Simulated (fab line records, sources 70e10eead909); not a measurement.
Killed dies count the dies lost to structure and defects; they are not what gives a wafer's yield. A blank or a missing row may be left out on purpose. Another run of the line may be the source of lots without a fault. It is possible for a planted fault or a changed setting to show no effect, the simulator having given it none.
fab line records	flow nand_harc
record: lots: 24	wafers: 72	last_day: 33
route steps=1302 shown P_GATE@200 P_CONTACT@237 P_M0@264 P_M1@312
lots that met no fault: taken from a fault-free run of the same line
start_h: start of the lot's first displayed wafer, in hours after the record's first day	wait_h: how many hours have passed since the lot's step before this one	" the same as in the row above	L1.1+2: a single row standing in for several wafers	- no value, or no start was given	* or withheld: withheld	< > ~ a bound
route shown NAME@n: names a module that has steps shown in the file, with the first one's number in the route	usual: mean and standard deviation over wafers with no fault	same: alike in all rows	chamber/n: place in a boat	sites: readings site by site	_std_site: the values' standard deviation	_edge_site: outer sites' mean less inner sites'	radius_mm: how far each site lies from the wafer's centre	mask NAME#n: copy n	behind: the tool/chamber that last shaped the wafer	hold: the reason the lot was held/the length of the hold in hours/how it ended	device: names the non-switching transistor (n, p or np)	end of line: the tests these same wafers got at the end of their route	for a step that has no rows: nothing shown but its recipe	killed: the dies lost at the first sort to structure and to defects; this is not the yield of the wafer	map: per-die view of a wafer (x killed, . not killed, _ where there is no die)
set.NAME: the setting that was run; set.NAME@STEP: the one run at that earlier step	model.NAME: the simulator's own value behind a step, which no gauge read
route steps across a sampled set of lots; one table per step, one row per wafer
services: when a tool's chamber went out of use (start_h, in hours from the record's first day, below 0 if earlier), for how many hours, and the reason
== steps ==
step: NHARC_P_GATE_CD_MEAS_91
recipe: target_cd_nm: 2000	landing_energy_ev: 500
usual: cd_nm: 2001.8/2
lot.wafer	tool	chamber	start_h	wait_h	cd_nm
L074.1	cd_sem-01	0	123.57	-	2004.0
L074.4	"	0	"	"	2004.3
L074.6	"	0	"	"	2002.4
L075.2	cd_sem-02	0	128.68	-	1999.7
L075.5	"	0	"	"	2000.5
L075.6	"	0	"	"	2000.0
L076.2	cd_sem-03	0	141.67	-	2001.4
L076.5	"	0	"	"	2001.2
L076.6	"	0	"	"	2001.6
L077.2	cd_sem-01	0	149.16	-	2000.5
L077.4	"	0	"	"	2003.4
L077.6	"	0	"	"	2000.1
L078.3	cd_sem-02	0	159.59	-	2002.2
L078.4	"	0	"	"	1999.9
L078.6	"	0	"	"	2001.6
L079.1	cd_sem-01	0	160.63	-	2003.5
L079.2	"	0	"	"	2001.2
L079.3	"	0	"	"	2003.1
L080.1	cd_sem-03	0	170.46	-	2001.8
L080.3	"	0	"	"	2000.2
L080.5	"	0	"	"	1997.2
L081.2	cd_sem-03	0	187.91	-	1998.3
L081.3	"	0	"	"	2004.2
L081.5	"	0	"	"	2003.5
L082.1	cd_sem-02	0	190.39	-	2002.5
L082.2	"	0	"	"	2000.6
L082.5	"	0	"	"	2003.6
L083.2	cd_sem-03	0	210.09	-	1999.2
L083.4	"	0	"	"	2002.4
L083.5	"	0	"	"	1996.5
L084.1	cd_sem-02	0	213.56	-	2005.9
L084.3	"	0	"	"	1999.8
L084.6	"	0	"	"	1999.6
L085.1	cd_sem-01	0	226.16	-	2003.8
L085.2	"	0	"	"	1999.3
L085.4	"	0	"	"	2002.7
L086.1	cd_sem-02	0	230.63	-	1999.1
L086.3	"	0	"	"	2000.6
L086.4	"	0	"	"	2004.2
L087.1	cd_sem-02	0	252.04	-	2004.6
L087.4	"	0	"	"	2001.0
L087.6	"	0	"	"	2002.3
L088.1	cd_sem-02	0	263.42	-	2002.9
L088.2	"	0	"	"	2001.4
L088.5	"	0	"	"	2005.9
L089.1	cd_sem-01	0	270.02	-	2003.4
L089.3	"	0	"	"	2000.8
L089.6	"	0	"	"	1998.1
L090.2	cd_sem-02	0	289.11	-	2001.7
L090.3	"	0	"	"	2000.4
L090.6	"	0	"	"	2001.4
L091.1	cd_sem-02	0	289.89	-	2001.6
L091.2	"	0	"	"	2001.5
L091.3	"	0	"	"	2005.6
L092.4	cd_sem-02	0	298.52	-	2001.1
L092.5	"	0	"	"	1999.3
L092.6	"	0	"	"	2000.2
L093.2	cd_sem-01	0	306.38	-	2005.1
L093.3	"	0	"	"	2002.7
L093.6	"	0	"	"	1998.1
L095.3	cd_sem-01	0	327.46	-	2003.1
L095.5	"	0	"	"	2001.6
L095.6	"	0	"	"	2005.0
L094.1	cd_sem-01	0	327.78	-	2001.1
L094.3	"	0	"	"	2002.9
L094.4	"	0	"	"	1997.9
L096.2	cd_sem-01	0	330.33	-	2001.7
L096.3	"	0	"	"	2004.4
L096.4	"	0	"	"	1999.2
L097.1	cd_sem-03	0	342.68	-	2000.4
L097.2	"	0	"	"	2000.4
L097.5	"	0	"	"	2000.8
step: NHARC_P_CONTACT_ETCH_36
recipe: target_depth_a: 2600	over_etch_frac: 0.25	time_s: 406.25	ion_energy_ev: 200	n2_flow_sccm: 150	h2_flow_sccm: 150	ar_flow_sccm: 0	rf_w: 400	bias_w: 150	chemistry: N2/H2
usual: drypump_motor_current_A: 5.7/0.44	h2_flow_sccm: 150.0/0.47	oes_product_au: 0.995/0.015	rf_vpp_V: 431/3.1	showerhead_plenum_p_Torr: 2.05/0.11	throttle_valve_pct: 14.173/0.0091
same: over_etch_frac: 0.25
lot.wafer	tool	chamber	start_h	wait_h	drypump_motor_current_A	h2_flow_sccm	oes_product_au	rf_hours_counter_h	rf_vpp_V	showerhead_plenum_p_Torr	throttle_valve_pct
L074.1	rie_diel-10	1	-	-	5.6	148.9	1.002	3.1	429	2.00	14.187
L074.4	"	2	"	"	5.7	149.6	0.971	3.1	431	2.04	14.166
L074.6	"	3	"	"	5.4	149.9	0.996	-	434	2.19	14.173
L075.2	rie_diel-13	0	-	-	6.1	149.7	0.997	4.0	428	1.97	14.169
L075.6	"	3	"	"	6.0	150.4	0.990	-	426	1.91	14.161
L075.5	"	0	"	"	6.1	149.7	0.993	-	428	1.97	14.178
L076.2	rie_diel-10	0	-	-	5.8	150.3	1.009	3.6	434	2.18	14.181
L076.6	"	0	"	"	5.8	149.7	0.999	-	435	2.18	14.164
L076.5	"	1	"	"	5.6	149.4	1.006	-	429	2.00	14.171
L077.2	rie_diel-13	3	-	-	6.0	149.8	0.995	4.8	426	1.91	14.181
L077.4	"	0	"	"	6.1	149.8	0.981	4.6	428	1.97	14.178
L077.6	"	3	"	"	6.0	149.7	0.989	-	426	1.91	14.175
L078.4	rie_diel-13	1	-	-	5.0	150.5	1.004	5.0	426	1.90	14.170
L078.3	"	2	"	"	6.7	149.9	1.000	5.1	430	2.04	14.175
L078.6	"	0	"	"	6.0	150.5	0.988	-	428	1.97	14.175
L079.2	rie_diel-12	3	-	-	5.7	150.0	0.992	1.0	434	2.19	14.163
L079.3	"	1	"	"	5.6	150.6	1.002	1.0	427	1.94	14.191
L079.1	"	2	"	"	5.1	150.3	0.997	1.1	433	2.17	14.176
L080.3	rie_diel-12	3	-	-	5.7	149.9	0.992	1.5	435	2.19	14.178
L080.1	"	0	"	"	6.2	150.9	0.999	1.5	433	2.15	14.164
L080.5	"	2	"	"	5.1	150.8	1.010	-	435	2.17	14.163
L081.2	rie_diel-13	0	-	-	6.1	149.8	0.981	0.7	429	1.96	14.187
L081.3	"	2	"	"	6.7	150.0	1.014	0.5	431	2.04	14.177
L081.5	"	0	"	"	6.1	149.9	0.971	-	428	1.97	14.182
L082.2	rie_diel-10	2	-	-	5.7	149.7	0.973	6.4	428	2.04	14.161
L082.1	"	3	"	"	5.4	149.6	0.989	6.1	435	2.19	14.174
L082.5	"	2	"	"	5.7	149.0	0.980	-	431	2.04	14.155
L083.2	rie_diel-12	2	-	-	5.2	149.6	1.006	2.5	436	2.17	14.163
L083.4	"	1	"	"	5.6	150.1	0.986	2.6	428	1.94	14.166
L083.5	"	3	"	"	5.7	149.8	0.985	-	436	2.19	14.194
L084.3	rie_diel-13	0	-	-	6.1	150.2	0.987	1.4	429	1.96	14.184
L084.1	"	2	"	"	6.7	149.3	1.031	1.1	432	2.04	14.167
L084.6	"	0	"	"	6.1	149.4	0.972	-	429	1.96	14.171
L085.2	rie_diel-12	2	-	-	5.1	150.1	1.009	3.1	433	2.17	14.187
L085.1	"	1	"	"	5.6	149.3	1.000	3.0	428	1.94	14.169
L085.4	"	1	"	"	5.6	149.7	0.991	-	428	1.94	14.163
L086.3	rie_diel-13	1	-	-	5.0	150.0	1.008	1.9	426	1.90	14.165
L086.1	"	2	"	"	6.7	150.3	1.021	1.7	430	2.04	14.178
L086.4	"	3	"	"	6.0	150.6	0.987	1.9	427	1.90	14.182
L087.1	rie_diel-13	2	-	-	6.8	150.4	1.020	2.5	430	2.04	14.173
L087.4	"	3	"	"	6.1	149.7	0.979	2.7	426	1.90	14.180
L087.6	"	3	"	"	6.1	150.9	0.970	-	427	1.90	14.180
L088.1	rie_diel-10	3	-	-	5.4	149.7	0.983	0.6	434	2.19	14.186
L088.2	"	0	"	"	5.8	150.6	0.988	0.5	434	2.18	14.183
L088.5	"	3	"	"	5.4	150.2	0.991	-	433	2.19	14.182
L089.3	rie_diel-13	2	-	-	6.7	151.0	1.019	3.2	431	2.04	14.186
L089.1	"	3	"	"	6.0	150.2	0.984	3.4	426	1.90	14.165
L089.6	"	2	"	"	6.7	151.0	1.011	-	430	2.04	14.164
L090.2	rie_diel-13	3	-	-	6.1	149.8	0.971	4.1	426	1.90	14.163
L090.3	"	0	"	"	6.1	150.2	0.984	4.2	428	1.96	14.165
L090.6	"	3	"	"	6.1	150.0	0.971	-	426	1.90	14.184
L091.2	rie_diel-12	2	-	-	5.1	150.4	1.020	0.3	434	2.17	14.171
L091.1	"	3	"	"	5.7	149.9	0.968	0.4	434	2.19	14.180
L091.3	"	0	"	"	6.2	150.3	1.004	0.3	433	2.15	14.175
L092.4	rie_diel-10	1	-	-	5.6	150.3	0.993	2.0	428	2.00	14.163
L092.6	"	2	"	"	5.6	149.9	0.983	-	430	2.04	14.163
L092.5	"	3	"	"	5.4	150.7	0.994	-	435	2.19	14.177
L093.3	rie_diel-12	2	-	-	5.1	149.9	1.019	0.9	434	2.17	14.167
L093.2	"	3	"	"	5.7	150.0	0.951	0.7	434	2.19	14.178
L093.6	"	3	"	"	5.7	150.2	0.961	-	432	2.19	14.170
L095.3	rie_diel-12	2	-	-	5.1	150.1	1.024	1.5	433	2.17	14.164
L095.5	"	3	"	"	5.7	149.8	0.982	-	434	2.19	14.156
L095.6	"	0	"	"	6.2	150.6	0.998	-	433	2.15	14.164
L094.3	rie_diel-10	0	-	-	5.7	150.0	0.990	4.0	434	2.18	14.171
L094.1	"	1	"	"	5.6	150.0	0.991	3.7	431	2.00	14.169
L094.4	"	3	"	"	5.4	150.2	0.989	3.9	436	2.19	14.181
L096.4	rie_diel-10	1	-	-	5.6	150.0	0.994	4.1	430	2.00	14.181
L096.3	"	2	"	"	5.7	149.2	0.987	3.8	431	2.04	14.167
L096.2	"	3	"	"	5.4	149.9	0.987	4.1	434	2.19	14.163
L097.1	rie_diel-10	2	-	-	5.7	150.5	0.988	4.5	429	2.04	14.171
L097.2	"	1	"	"	5.6	149.9	0.999	4.8	431	2.00	14.158
L097.5	"	3	"	"	5.4	149.9	0.998	-	434	2.19	14.190
step: NHARC_P_M0_OVL_MEAS_10
recipe: pitch_nm: 180
usual: overlay_x_nm: 0.2/0.93	overlay_y_nm: 0.2/0.88
lot.wafer	tool	chamber	start_h	wait_h	overlay_x_nm	overlay_y_nm
L074.1	overlay-02	-	132.54	-	0.9	1.1
L074.4	"	-	"	"	0.9	0.9
L074.6	"	-	"	"	0.9	0.8
L075.2	overlay-02	-	137.48	-	1.4	0.9
L075.5	"	-	"	"	1.2	0.8
L075.6	"	-	"	"	1.0	0.4
L076.2	overlay-01	-	150.92	-	1.7	1.3
L076.5	"	-	"	"	1.8	1.4
L076.6	"	-	"	"	1.5	1.1
L077.2	overlay-01	-	158.00	-	0.8	0.4
L077.4	"	-	"	"	0.5	0.0
L077.6	"	-	"	"	0.4	0.2
L078.3	overlay-02	-	168.94	-	-0.1	-1.2
L078.4	"	-	"	"	0.4	-0.5
L078.6	"	-	"	"	-0.1	-1.3
L079.1	overlay-02	-	170.11	-	-2.2	-1.6
L079.2	"	-	"	"	-2.3	-1.3
L079.3	"	-	"	"	-2.2	-1.1
L080.1	overlay-02	-	179.83	-	-1.7	0.9
L080.3	"	-	"	"	-1.2	0.9
L080.5	"	-	"	"	-1.1	0.7
L081.2	overlay-02	-	197.02	-	0.2	0.6
L081.3	"	-	"	"	1.0	0.0
L081.5	"	-	"	"	0.2	0.9
L082.1	overlay-02	-	199.45	-	0.0	1.6
L082.2	"	-	"	"	-0.1	1.9
L082.5	"	-	"	"	-0.2	1.5
L083.2	overlay-02	-	219.87	-	0.1	1.2
L083.4	"	-	"	"	0.8	0.8
L083.5	"	-	"	"	0.3	0.8
L084.1	overlay-02	-	223.30	-	-1.0	1.5
L084.3	"	-	"	"	0.0	1.3
L084.6	"	-	"	"	0.0	1.3
L085.1	overlay-02	-	235.54	-	2.2	0.3
L085.2	"	-	"	"	2.3	0.5
L085.4	"	-	"	"	2.0	-0.3
L086.1	overlay-01	-	239.67	-	1.0	1.0
L086.3	"	-	"	"	0.4	0.8
L086.4	"	-	"	"	-0.1	0.8
L087.1	overlay-01	-	261.66	-	0.6	-0.2
L087.4	"	-	"	"	0.8	-0.1
L087.6	"	-	"	"	0.3	-0.1
L088.1	overlay-01	-	273.59	-	-0.3	-0.8
L088.2	"	-	"	"	0.0	-0.8
L088.5	"	-	"	"	-0.2	-0.8
L089.1	overlay-02	-	279.25	-	-0.1	-0.5
L089.3	"	-	"	"	-0.1	-0.8
L089.6	"	-	"	"	-0.4	-0.5
L090.2	overlay-01	-	298.42	-	-0.3	-0.1
L090.3	"	-	"	"	-0.6	-0.6
L090.6	"	-	"	"	0.4	-1.1
L091.1	overlay-02	-	298.82	-	0.5	-0.2
L091.2	"	-	"	"	-0.4	-0.6
L091.3	"	-	"	"	0.6	-0.6
L092.4	overlay-01	-	307.51	-	0.1	0.1
L092.5	"	-	"	"	-0.1	0.2
L092.6	"	-	"	"	0.3	-0.2
L093.2	overlay-02	-	315.52	-	-0.3	1.2
L093.3	"	-	"	"	0.2	0.8
L093.6	"	-	"	"	0.5	1.0
L095.3	overlay-02	-	337.19	-	0.1	-1.8
L095.5	"	-	"	"	0.3	-1.6
L095.6	"	-	"	"	0.5	-1.4
L094.1	overlay-01	-	337.38	-	-0.2	-0.3
L094.3	"	-	"	"	-0.8	-0.6
L094.4	"	-	"	"	-0.5	-0.1
L096.2	overlay-01	-	339.29	-	1.0	0.2
L096.3	"	-	"	"	1.3	0.2
L096.4	"	-	"	"	0.6	-0.6
L097.1	overlay-01	-	351.58	-	-0.3	0.8
L097.2	"	-	"	"	-0.1	0.5
L097.5	"	-	"	"	0.1	1.1
step: NHARC_P_M0_ANNEAL_30
recipe: temp_c: 225	time_s: 90
usual: wafer_temp_C_max: 226.3/0.3
lot.wafer	tool	chamber	start_h	wait_h	wafer_temp_C_max
L074.1	rtp_anneal-01	0	134.31	-	226.4
L074.4	"	0	"	"	226.0
L074.6	"	0	"	"	225.6
L075.2	rtp_anneal-02	0	139.29	0.4	226.7
L075.5	"	0	"	"	226.3
L075.6	"	0	"	"	226.4
L076.2	rtp_anneal-01	0	152.75	0.3	226.3
L076.5	"	0	"	"	226.0
L076.6	"	0	"	"	226.1
L077.2	rtp_anneal-01	0	159.93	-	226.2
L077.4	"	0	"	"	226.0
L077.6	"	0	"	"	226.3
L078.3	rtp_anneal-02	0	170.81	0.3	226.2
L078.4	"	0	"	"	226.4
L078.6	"	0	"	"	225.8
L079.1	rtp_anneal-01	0	171.88	-	226.0
L079.2	"	0	"	"	226.5
L079.3	"	0	"	"	226.1
L080.1	rtp_anneal-02	0	181.68	-	226.4
L080.3	"	0	"	"	226.3
L080.5	"	0	"	"	225.8
L081.2	rtp_anneal-01	0	198.82	-	226.2
L081.3	"	0	"	"	226.5
L081.5	"	0	"	"	226.0
L082.1	rtp_anneal-02	0	201.20	0.3	226.2
L082.2	"	0	"	"	226.1
L082.5	"	0	"	"	226.5
L083.2	rtp_anneal-02	0	221.67	0.3	226.5
L083.4	"	0	"	"	226.7
L083.5	"	0	"	"	226.3
L084.1	rtp_anneal-02	0	225.05	0.3	226.6
L084.3	"	0	"	"	226.3
L084.6	"	0	"	"	226.1
L085.1	rtp_anneal-02	0	238.03	-	226.5
L085.2	"	0	"	"	226.5
L085.4	"	0	"	"	226.9
L086.1	rtp_anneal-01	0	241.43	-	226.1
L086.3	"	0	"	"	226.8
L086.4	"	0	"	"	226.2
L087.1	rtp_anneal-01	0	263.44	0.3	226.7
L087.4	"	0	"	"	226.3
L087.6	"	0	"	"	226.4
L088.1	rtp_anneal-02	0	275.37	-	226.5
L088.2	"	0	"	"	226.3
L088.5	"	0	"	"	226.6
L089.1	rtp_anneal-01	0	281.00	0.3	226.1
L089.3	"	0	"	"	226.1
L089.6	"	0	"	"	225.9
L090.2	rtp_anneal-02	0	300.21	-	226.3
L090.3	"	0	"	"	226.3
L090.6	"	0	"	"	226.1
L091.1	rtp_anneal-02	0	300.74	-	226.3
L091.2	"	0	"	"	226.3
L091.3	"	0	"	"	226.3
L092.4	rtp_anneal-01	0	309.43	0.4	225.8
L092.5	"	0	"	"	225.6
L092.6	"	0	"	"	226.5
L093.2	rtp_anneal-02	0	317.58	-	226.1
L093.3	"	0	"	"	226.1
L093.6	"	0	"	"	226.8
L095.3	rtp_anneal-01	0	339.05	0.3	226.3
L095.5	"	0	"	"	225.9
L095.6	"	0	"	"	226.4
L094.1	rtp_anneal-02	0	339.25	0.3	226.3
L094.3	"	0	"	"	226.4
L094.4	"	0	"	"	226.3
L096.2	rtp_anneal-02	0	341.08	-	226.3
L096.3	"	0	"	"	226.4
L096.4	"	0	"	"	226.4
L097.1	rtp_anneal-02	0	353.37	0.4	225.9
L097.2	"	0	"	"	226.7
L097.5	"	0	"	"	226.4
step: NHARC_P_M1_THK_MEAS_24
recipe: thk_meas_gauge: xrf
usual: thk_nm: 158.2/1.6
lot.wafer	tool	chamber	start_h	wait_h	thk_nm
L074.1	film_metro-02	-	139.20	-	162.2
L074.4	"	-	"	"	157.8
L074.6	"	-	"	"	158.5
L075.2	film_metro-01	-	144.17	-	157.4
L075.5	"	-	"	"	158.1
L075.6	"	-	"	"	157.7
L076.2	film_metro-01	-	157.46	-	158.2
L076.5	"	-	"	"	158.2
L076.6	"	-	"	"	156.8
L077.2	film_metro-02	-	164.70	-	158.8
L077.4	"	-	"	"	159.1
L077.6	"	-	"	"	157.8
L078.3	film_metro-01	-	176.03	-	162.0
L078.4	"	-	"	"	156.4
L078.6	"	-	"	"	157.4
L079.1	film_metro-02	-	177.10	-	156.4
L079.2	"	-	"	"	161.2
L079.3	"	-	"	"	159.0
L080.1	film_metro-01	-	186.43	-	157.9
L080.3	"	-	"	"	158.8
L080.5	"	-	"	"	156.1
L081.2	film_metro-01	-	203.67	-	156.5
L081.3	"	-	"	"	157.5
L081.5	"	-	"	"	158.8
L082.1	film_metro-02	-	205.98	-	156.4
L082.2	"	-	"	"	160.0
L082.5	"	-	"	"	160.1
L083.2	film_metro-02	-	226.57	-	156.4
L083.4	"	-	"	"	155.9
L083.5	"	-	"	"	156.7
L084.1	film_metro-02	-	230.03	-	157.9
L084.3	"	-	"	"	159.7
L084.6	"	-	"	"	159.0
L085.1	film_metro-02	-	242.96	-	159.3
L085.2	"	-	"	"	157.6
L085.4	"	-	"	"	159.0
L086.1	film_metro-01	-	246.64	-	159.7
L086.3	"	-	"	"	159.1
L086.4	"	-	"	"	160.6
L087.1	film_metro-02	-	268.26	-	157.9
L087.4	"	-	"	"	155.9
L087.6	"	-	"	"	156.0
L088.1	film_metro-02	-	280.08	-	156.9
L088.2	"	-	"	"	153.9
L088.5	"	-	"	"	158.2
L089.1	film_metro-02	-	285.87	-	157.1
L089.3	"	-	"	"	161.5
L089.6	"	-	"	"	161.2
L090.2	film_metro-01	-	305.11	-	159.7
L090.3	"	-	"	"	157.6
L090.6	"	-	"	"	159.2
L091.1	film_metro-01	-	305.78	-	158.7
L091.2	"	-	"	"	155.1
L091.3	"	-	"	"	157.7
L092.4	film_metro-01	-	314.55	-	160.7
L092.5	"	-	"	"	158.7
L092.6	"	-	"	"	157.9
L093.2	film_metro-02	-	322.35	-	157.4
L093.3	"	-	"	"	155.1
L093.6	"	-	"	"	158.5
L095.3	film_metro-01	-	343.79	-	158.7
L095.5	"	-	"	"	160.7
L095.6	"	-	"	"	158.9
L094.1	film_metro-01	-	344.10	-	157.9
L094.3	"	-	"	"	158.0
L094.4	"	-	"	"	156.4
L096.2	film_metro-01	-	345.90	-	157.0
L096.3	"	-	"	"	158.0
L096.4	"	-	"	"	157.9
L097.1	film_metro-01	-	358.19	-	156.7
L097.2	"	-	"	"	157.7
L097.5	"	-	"	"	158.0
step: NHARC_P_M1_PRE_CLEAN_32
recipe: time_s: 12	temp_c: 370	rf_power_w: 300	gas: NH3
usual: heater_power_outer_w: 380/56	heater_power_w: 655/80
lot.wafer	tool	chamber	start_h	wait_h	heater_power_outer_w	heater_power_w
L074.1	pecvd-02	0	139.42	0.1	411	661
L074.4	"	1	"	"	377	661
L074.6	"	2	"	"	385	684
L075.2	pecvd-01	1	144.41	0.1	340	635
L075.6	"	0	"	"	488	798
L075.5	"	1	"	"	338	624
L076.2	pecvd-01	0	157.69	0.1	428	743
L076.6	"	0	"	"	444	744
L076.5	"	2	"	"	354	628
L077.2	pecvd-03	2	164.96	0.1	399	653
L077.4	"	1	"	"	300	558
L077.6	"	2	"	"	393	654
L078.3	pecvd-01	1	176.28	0.1	334	616
L078.4	"	0	"	"	417	717
L078.6	"	1	"	"	334	614
L079.1	pecvd-01	0	177.33	0.1	453	771
L079.2	"	1	"	"	360	667
L079.3	"	2	"	"	348	596
L080.1	pecvd-01	0	186.68	0.1	462	812
L080.3	"	2	"	"	348	599
L080.5	"	1	"	"	352	653
L081.3	pecvd-01	1	203.90	0.1	324	576
L081.2	"	2	"	"	382	641
L081.5	"	2	"	"	385	633
L082.2	pecvd-01	0	206.21	0.1	494	802
L082.1	"	1	"	"	345	618
L082.5	"	0	"	"	495	811
L083.2	pecvd-02	2	226.79	0.1	388	684
L083.5	"	0	"	"	412	684
L083.4	"	1	"	"	407	737
L084.1	pecvd-01	2	230.27	0.1	302	549
L084.3	"	0	"	"	418	730
L084.6	"	2	"	"	304	550
L085.2	pecvd-03	2	243.20	0.1	347	580
L085.1	"	0	"	"	298	503
L085.4	"	0	"	"	306	512
L086.1	pecvd-01	0	246.86	0.1	468	762
L086.3	"	0	"	"	470	769
L086.4	"	2	"	"	361	603
L087.1	pecvd-02	0	268.51	0.1	419	683
L087.4	"	0	"	"	420	704
L087.6	"	2	"	"	373	652
L088.1	pecvd-02	1	280.32	0.1	384	715
L088.2	"	2	"	"	360	603
L088.5	"	1	"	"	383	721
L089.1	pecvd-03	2	286.09	0.1	334	556
L089.3	"	1	"	"	367	653
L089.6	"	1	"	"	368	648
L090.2	pecvd-01	1	305.35	0.1	328	618
L090.3	"	1	"	"	338	617
L090.6	"	1	"	"	334	623
L091.2	pecvd-02	2	306.00	0.1	382	648
L091.1	"	0	"	"	415	646
L091.3	"	1	"	"	321	593
L092.4	pecvd-02	2	314.89	0.1	327	578
L092.5	"	0	"	"	396	657
L092.6	"	1	"	"	297	581
L093.3	pecvd-03	2	322.57	0.1	399	644
L093.2	"	1	"	"	398	681
L093.6	"	1	"	"	389	673
L095.3	pecvd-01	0	344.05	0.1	492	782
L095.5	"	0	"	"	472	776
L095.6	"	1	"	"	366	640
L094.1	pecvd-03	2	344.34	0.1	324	569
L094.3	"	0	"	"	312	514
L094.4	"	0	"	"	321	549
L096.2	pecvd-01	0	346.13	0.1	490	824
L096.4	"	0	"	"	495	816
L096.3	"	1	"	"	304	580
L097.1	pecvd-01	1	358.41	0.1	348	620
L097.2	"	0	"	"	466	760
L097.5	"	0	"	"	472	762
== services ==
tool	chamber	start_h	hours	kind
rie_diel-10	0	110.00	12.5	repair
rie_diel-10	-	110.97	12.2	repair
pecvd-02	2	111.25	14.1	repair
pecvd-01	-	130.08	13.0	pm
rie_diel-10	2	157.98	2.0	repair
rie_diel-13	2	175.56	2.4	repair
rie_diel-12	0	183.76	5.4	repair
rie_diel-10	1	189.39	11.8	repair
rie_diel-12	-	192.65	5.0	repair
pecvd-01	2	195.37	4.4	repair
rie_diel-12	2	204.09	4.3	repair
pecvd-01	2	211.66	7.9	repair
pecvd-01	-	214.50	0.7	repair
pecvd-01	1	221.56	54.0	repair
rie_diel-12	0	227.09	19.7	repair
rie_diel-10	-	242.63	9.0	pm
rie_diel-13	-	255.65	1.1	repair
pecvd-01	2	260.26	167.5	repair
rie_diel-12	-	268.40	9.0	pm
pecvd-01	-	276.26	1.3	repair
pecvd-01	1	278.56	8.9	repair
pecvd-01	-	311.14	13.0	pm
pecvd-01	-	335.16	6.4	repair
rie_diel-13	-	342.01	9.0	pm
== key ==
fault none
